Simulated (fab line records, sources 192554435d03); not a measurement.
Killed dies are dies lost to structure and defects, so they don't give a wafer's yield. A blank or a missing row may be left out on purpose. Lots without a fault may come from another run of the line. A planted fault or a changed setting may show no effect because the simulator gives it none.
Chamber matching | flow n5_finfet | N5_BEOL_M5_DESCUM_16 on rie_diel-03: 4 sister chambers
The step chemistry O2, time 7 s. 27 wafers are shown with their chamber, then 12 later ones without.

WAFERS WITH THEIR CHAMBER
wafer  | chamber | drypump_motor_current_A (A) | showerhead_plenum_p_Torr (Torr) | throttle_valve_pct (%)
L074.1 | 0       | 6.0                         | 2.05                            | 20.62
L074.3 | 2       | 5.8                         | 2.12                            | 20.35
L074.5 | 2       | 5.8                         | 2.12                            | 20.37
L075.2 | 0       | 6.0                         | 2.05                            | 20.63
L075.4 | 1       | 5.2                         | 2.15                            | 20.25
L075.5 | 3       | 6.2                         | 2.02                            | 20.21
L077.1 | 0       | 6.0                         | 2.05                            | 20.62
L077.4 | 2       | 5.9                         | 2.12                            | 20.37
L077.6 | 0       | 6.0                         | 2.05                            | 20.64
L076.4 | 3       | 6.2                         | 2.01                            | 20.22
L076.5 | 3       | 6.1                         | 2.01                            | 20.22
L076.6 | 0       | 6.0                         | 2.05                            | 20.63
L086.3 | 0       | 6.0                         | 2.04                            | 20.69
L086.5 | 0       | 6.0                         | 2.04                            | 20.68
L086.6 | 3       | 6.2                         | 2.00                            | 20.26
L087.2 | 1       | 5.2                         | 2.14                            | 19.91
L087.4 | 0       | 6.0                         | 2.04                            | 20.69
L087.6 | 2       | 5.8                         | 2.11                            | 20.42
L090.3 | 2       | 5.9                         | 2.11                            | 20.42
L090.5 | 0       | 6.0                         | 2.04                            | 20.68
L090.6 | 3       | 6.2                         | 2.00                            | 20.26
L095.4 | 1       | 5.2                         | 2.14                            | 19.91
L095.5 | 3       | 6.2                         | 2.00                            | 20.26
L095.6 | 2       | 5.9                         | 2.11                            | 20.45
L091.1 | 2       | 5.9                         | 2.10                            | 20.44
L091.2 | 0       | 6.0                         | 2.04                            | 20.71
L091.3 | 1       | 5.2                         | 2.14                            | 19.93

SIGNATURES (means of the wafers above)
reading                  | chamber 0 | chamber 1 | chamber 2 | chamber 3 | scatter within a chamber
drypump_motor_current_A  | 6.000     | 5.200     | 5.857     | 6.183     | 0.0333
showerhead_plenum_p_Torr | 2.0450    | 2.1425    | 2.1129    | 2.0067    | 0.0066
throttle_valve_pct       | 20.6590   | 20.0000   | 20.4029   | 20.2383   | 0.0679
Rule: a wafer's distance from a chamber is the root of the sum, over the readings, of the square of ((its reading less the chamber's mean) divided by the reading's scatter). The wafer belongs to the nearest chamber; if the next one is less than 2 further off, it can't be placed. The scatter: the root of (the sum of the squares of (reading less its chamber's mean) over the shown wafers, divided by (wafers less chambers)).

WAFERS WITHOUT THEIR CHAMBER
wafer  | drypump_motor_current_A (A) | showerhead_plenum_p_Torr (Torr) | throttle_valve_pct (%)
L092.1 | 6.2                         | 2.00                            | 20.30
L092.2 | 5.2                         | 2.14                            | 19.93
L092.5 | 6.2                         | 2.00                            | 20.30
L094.1 | 5.2                         | 2.14                            | 19.91
L094.5 | 5.2                         | 2.14                            | 19.93
L094.6 | 6.0                         | 2.04                            | 20.67
L089.1 | 5.2                         | 2.14                            | 19.93
L089.2 | 6.2                         | 2.00                            | 20.28
L089.3 | 6.0                         | 2.04                            | 20.71
L082.1 | 5.9                         | 2.10                            | 20.45
L082.3 | 6.2                         | 2.00                            | 20.30
L082.6 | 6.2                         | 2.00                            | 20.28

WHICH CHAMBER EACH WENT THROUGH
wafer  | from the rows above | in truth
L092.1 | 3                   | 3
L092.2 | 1                   | 1
L092.5 | 3                   | 3
L094.1 | 1                   | 1
L094.5 | 1                   | 1
L094.6 | 0                   | 0
L089.1 | 1                   | 1
L089.2 | 3                   | 3
L089.3 | 0                   | 0
L082.1 | 2                   | 2
L082.3 | 3                   | 3
L082.6 | 3                   | 3
Placed correctly: 12 of 12. Can't be placed from these rows: 0. Placed wrongly: 0.
